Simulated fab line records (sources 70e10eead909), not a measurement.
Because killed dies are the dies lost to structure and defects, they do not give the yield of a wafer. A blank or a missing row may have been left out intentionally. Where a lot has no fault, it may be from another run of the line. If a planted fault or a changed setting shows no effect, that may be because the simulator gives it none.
Matching of chambers -- flow nand-harc -- NHARC_A_M0_PRE_CLEAN_31 on pecvd-02: 3 sister chambers
The step time 12 s. 6 wafers are shown with their chamber, then 8 later ones without.

== WAFERS WITH THEIR CHAMBER ==
wafer,chamber,heater-power-w (W),rf-fwd-power-W (W)
L078.1,1,579,292.6
L078.4,1,593,292.9
L083.2,0,691,291.8
L083.5,0,698,291.0
L083.6,2,631,292.4
L087.2,2,711,294.1

== WAFERS WITH NO CHAMBER GIVEN ==
wafer,heater-power-w (W),rf-fwd-power-W (W)
L087.3,516,290.3
L087.4,722,293.3
L091.2,555,292.8
L091.3,630,292.6
L091.4,618,293.2
L094.2,731,289.7
L094.4,629,293.6
L094.5,575,292.0

== WHICH CHAMBER EACH WENT THROUGH ==
wafer,from the rows above,in truth
L087.3,can't be placed: 1 or 0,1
L087.4,can't be placed: 2 or 0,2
L091.2,1,1
L091.3,can't be placed: 1 or 2 or 0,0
L091.4,can't be placed: 1 or 2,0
L094.2,0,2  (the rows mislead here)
L094.4,can't be placed: 2 or 1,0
L094.5,1,1
Placed correctly: 2 of 8. Cannot be placed on the basis of these rows: 5; the candidates contain the true chamber in 3. Placed wrongly: 1.
How it was worked out, from the rows above alone: a wafer's distance from a chamber is the root of the sum, over the readings, of the square of ((its reading less the chamber's mean) divided by the reading's scatter). The wafer belongs to the nearest chamber; if the next one is less than 2 further off, it can't be placed. The mean given for a chamber averages the wafers shown for that chamber. The scatter: the root of (the sum of the squares of (reading less its chamber's mean) over the shown wafers, divided by (wafers less chambers)).
